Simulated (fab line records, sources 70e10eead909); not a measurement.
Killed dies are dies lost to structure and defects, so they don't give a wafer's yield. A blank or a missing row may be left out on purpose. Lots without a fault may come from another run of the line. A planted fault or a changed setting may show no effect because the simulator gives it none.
Which tool did it? | flow nand_harc | 24 lots, 72 wafers sampled, at 4 steps of a route of 1159

WHAT THE GAUGES READ, wafer by wafer
NHARC_A_BLC_OVL_MEAS_11.
lot  | measured     | on         | overlay_x_nm (nm) | overlay_y_nm (nm)
L074 | day 17 00:15 | overlay-02 | -0.4 -1.0 -1.1    | 0.0 0.6 0.2
L075 | day 17 09:12 | overlay-01 | -0.7 -1.1 -1.4    | -0.4 0.4 0.5
L077 | day 17 17:46 | overlay-02 | -1.0 -0.8 -0.7    | 0.1 -0.3 -0.6
L076 | day 17 18:29 | overlay-02 | 0.5 -0.4 0.1      | -0.5 -0.9 -0.2
L079 | day 18 13:29 | overlay-02 | 1.4 2.3 1.7       | 0.3 0.3 0.8
L078 | day 18 19:41 | overlay-02 | -0.7 -0.9 -0.2    | 0.0 0.0 -0.1
L080 | day 19 00:59 | overlay-01 | 1.3 1.9 1.1       | -0.1 -0.5 -0.1
L081 | day 19 09:29 | overlay-02 | -0.7 -0.4 -0.9    | 0.8 1.5 1.3
L084 | day 19 18:06 | overlay-02 | 1.0 0.7 0.5       | -0.5 -0.5 -1.3
L083 | day 19 23:57 | overlay-02 | 0.0 -0.5 -0.4     | -1.4 -1.0 -1.1
L082 | day 20 00:49 | overlay-02 | 0.6 1.0 0.7       | -0.7 -0.4 -0.5
L086 | day 20 13:35 | overlay-02 | 0.0 -0.1 0.0      | 0.9 0.6 0.5
L085 | day 20 14:18 | overlay-01 | 0.2 0.2 0.0       | 0.1 0.4 0.0
L088 | day 20 15:02 | overlay-01 | 1.3 0.6 0.9       | -0.8 -0.9 -0.7
L087 | day 20 17:34 | overlay-02 | -1.3 -2.2 -1.2    | -0.7 -1.1 -0.9
L089 | day 20 19:01 | overlay-01 | -0.5 -0.5 -0.7    | 0.8 0.3 0.7
L092 | day 20 20:55 | overlay-01 | 0.3 -0.2 -0.6     | -0.1 0.3 0.1
L090 | day 20 23:56 | overlay-01 | 0.4 0.3 0.8       | 0.6 0.9 0.5
L091 | day 21 16:07 | overlay-01 | 0.6 0.7 1.1       | -0.6 -0.5 -0.8
L093 | day 21 17:29 | overlay-01 | 1.8 1.5 1.3       | 0.3 0.6 -0.1
L094 | day 21 17:46 | overlay-01 | -0.2 -0.5 0.1     | 0.7 0.9 1.0
L096 | day 22 08:21 | overlay-01 | 0.9 0.8 0.5       | 0.1 0.2 0.3
L097 | day 22 13:28 | overlay-02 | 0.4 0.1 0.5       | 0.2 -0.1 0.6
L095 | day 22 19:17 | overlay-01 | -0.3 0.1 -0.5     | 0.1 0.3 0.3

NHARC_A_BLC_CD_MEAS_19.
lot  | measured     | on        | cd_nm (nm)
L074 | day 17 01:19 | cd_sem-02 | 98.2 97.7 99.1
L075 | day 17 10:27 | cd_sem-01 | 93.3 95.2 97.0
L077 | day 17 18:50 | cd_sem-03 | 104.7 97.5 100.8
L076 | day 17 19:41 | cd_sem-02 | 100.6 96.9 98.3
L079 | day 18 14:35 | cd_sem-03 | 102.1 96.7 102.4
L078 | day 18 20:45 | cd_sem-01 | 99.9 96.9 97.7
L080 | day 19 02:04 | cd_sem-02 | 105.8 98.9 105.5
L081 | day 19 10:33 | cd_sem-03 | 102.8 96.9 101.9
L084 | day 19 19:09 | cd_sem-03 | 99.5 97.2 100.2
L083 | day 20 01:12 | cd_sem-02 | 99.0 98.3 99.5
L082 | day 20 01:53 | cd_sem-01 | 99.6 105.4 102.7
L086 | day 20 14:54 | cd_sem-01 | 100.6 98.2 99.9
L085 | day 20 15:44 | cd_sem-02 | 99.5 99.0 97.6
L088 | day 20 16:07 | cd_sem-03 | 97.6 101.0 97.6
L087 | day 20 18:38 | cd_sem-03 | 102.4 99.8 100.7
L089 | day 20 20:05 | cd_sem-02 | 103.0 99.3 105.0
L092 | day 20 21:59 | cd_sem-01 | 98.3 99.0 100.5
L090 | day 21 00:59 | cd_sem-01 | 100.2 99.3 97.7
L091 | day 21 17:10 | cd_sem-03 | 97.9 97.8 96.7
L093 | day 21 18:34 | cd_sem-01 | 98.4 98.7 97.0
L094 | day 21 18:50 | cd_sem-02 | 102.8 104.4 98.6
L096 | day 22 09:31 | cd_sem-01 | 97.0 98.6 97.6
L097 | day 22 14:32 | cd_sem-01 | 104.6 101.1 100.6
L095 | day 22 20:21 | cd_sem-03 | 102.0 103.0 97.3

WHICH TOOL RAN EACH LOT (tool, then ch and the chambers of the sampled wafers, then the start)
lot  | NHARC_A_CONTACT_ETCH_138             | NHARC_A_BLC_ETCH_18
L074 | har_cap_etch-03 ch 0,1, day 16 19:16 | rie_diel-06 ch 0,1,3, day 17 01:19 or earlier
L075 | har_cap_etch-03 ch 0,1, day 17 00:48 | rie_diel-06 ch 0,3, day 17 10:27 or earlier
L077 | har_cap_etch-03 ch 0,1, day 17 10:49 | rie_diel-12 ch 0,1,3, day 17 18:50 or earlier
L076 | har_cap_etch-01 ch 0,1, day 17 14:26 | rie_diel-06 ch 0,1,2, day 17 19:41 or earlier
L079 | har_cap_etch-03 ch 1, day 18 02:39   | rie_diel-12 ch 0,1,3, day 18 14:35 or earlier
L078 | har_cap_etch-02 ch 1, day 18 09:26   | rie_diel-12 ch 0,1,2, day 18 20:45 or earlier
L080 | har_cap_etch-03 ch 0,1, day 18 20:46 | rie_diel-12 ch 0,3, day 19 02:04 or earlier
L081 | har_cap_etch-02 ch 0,1, day 19 02:53 | rie_diel-12 ch 0,1,2, day 19 10:33 or earlier
L084 | har_cap_etch-02 ch 1, day 19 11:28   | rie_diel-12 ch 0,1,3, day 19 19:09 or earlier
L083 | har_cap_etch-01 ch 0,1, day 19 18:18 | rie_diel-06 ch 1,2, day 20 01:12 or earlier
L082 | har_cap_etch-03 ch 0,1, day 19 20:50 | rie_diel-12 ch 1,2,3, day 20 01:53 or earlier
L086 | har_cap_etch-03 ch 0,1, day 20 02:46 | rie_diel-06 ch 0,1,2, day 20 14:54 or earlier
L085 | har_cap_etch-03 ch 0,1, day 20 06:34 | rie_diel-06 ch 1,2,3, day 20 15:44 or earlier
L088 | har_cap_etch-02 ch 0,1, day 20 06:55 | rie_diel-02 ch 0,2,3, day 20 16:07 or earlier
L087 | har_cap_etch-02 ch 0,1, day 20 13:50 | rie_diel-02 ch 0,1,2, day 20 18:38 or earlier
L089 | har_cap_etch-03 ch 0,1, day 20 15:22 | rie_diel-12 ch 0,2,3, day 20 20:05 or earlier
L092 | har_cap_etch-01 ch 0,1, day 20 17:09 | rie_diel-12 ch 1,2,3, day 20 21:59 or earlier
L090 | har_cap_etch-01 ch 0,1, day 20 19:56 | rie_diel-06 ch 0,1,3, day 21 00:59 or earlier
L091 | har_cap_etch-01 ch 0,1, day 21 01:53 | rie_diel-06 ch 1,2,3, day 21 17:10 or earlier
L093 | har_cap_etch-01 ch 0,1, day 21 11:20 | rie_diel-06 ch 1,2, day 21 18:34 or earlier
L094 | har_cap_etch-02 ch 0,1, day 21 12:35 | rie_diel-12 ch 0,1,3, day 21 18:50 or earlier
L096 | har_cap_etch-03 ch 0,1, day 22 03:38 | rie_diel-06 ch 2,3, day 22 09:31 or earlier
L097 | har_cap_etch-01 ch 0,1, day 22 05:38 | rie_diel-06 ch 0,1,3, day 22 14:32 or earlier
L095 | har_cap_etch-02 ch 0,1, day 22 10:49 | rie_diel-06 ch 1,3, day 22 20:21 or earlier
- NHARC_A_CONTACT_ETCH_138: etches the open film in C4F8/O2/Ar, time 132 s, target depth 1289 nm.
- NHARC_A_BLC_ETCH_18: etches the open film in C4F8/O2/Ar, target depth 910 nm.

WHAT THE TOOLS THEMSELVES READ (means of the sampled wafers that have a number; where no wafer has one, the mark that the record gives instead)
NHARC_A_BLC_ETCH_18.
lot  | tool        | oes_product_au (a.u.) | rf_vpp_V (V)
L074 | rie_diel-06 | 0.982                 | 977
L075 | rie_diel-06 | 0.986                 | 977
L077 | rie_diel-12 | 0.957                 | 976
L076 | rie_diel-06 | 0.926                 | 980
L079 | rie_diel-12 | 0.945                 | 976
L078 | rie_diel-12 | 0.968                 | 981
L080 | rie_diel-12 | 0.965                 | 975
L081 | rie_diel-12 | 0.954                 | 981
L084 | rie_diel-12 | 0.971                 | 977
L083 | rie_diel-06 | 0.945                 | 982
L082 | rie_diel-12 | 0.968                 | 974
L086 | rie_diel-06 | 0.966                 | 980
L085 | rie_diel-06 | 0.946                 | 981
L088 | rie_diel-02 | 0.927                 | 980
L087 | rie_diel-02 | 0.974                 | 982
L089 | rie_diel-12 | 0.980                 | 979
L092 | rie_diel-12 | 0.967                 | 975
L090 | rie_diel-06 | 0.941                 | 977
L091 | rie_diel-06 | 0.963                 | 981
L093 | rie_diel-06 | 0.980                 | 984
L094 | rie_diel-12 | 0.963                 | 977
L096 | rie_diel-06 | 0.935                 | 984
L097 | rie_diel-06 | 0.932                 | 976
L095 | rie_diel-06 | 0.910                 | 979

THE ANSWER, worked out from the rows above alone
Rule: what is usual is taken from the lots themselves. Put in order of their means at a reading, lots are off if they are a third of the lots or fewer, leave a main group of 4 or more, and stand apart from it by a gap of 3 or more times the standard deviation of the main group's means; of several such gaps the widest counts. A main group whose means are all the same, to the digits that the tables above print for the reading, isn't used. A lot without any number at a reading at which 4 lots or more have one is off too. The other lots that the step has rows for count as sound. The gauges are gone through in route order, then the tools' own readings, and for those a lot's mean is taken as printed above. The first step at which some lot is off is used, and at that step the reading that is off furthest; a lot without a number counts as furthest.
No lot is off at any reading shown: from this, nothing can be told.

WHAT THE SIMULATOR HAD PUT IN
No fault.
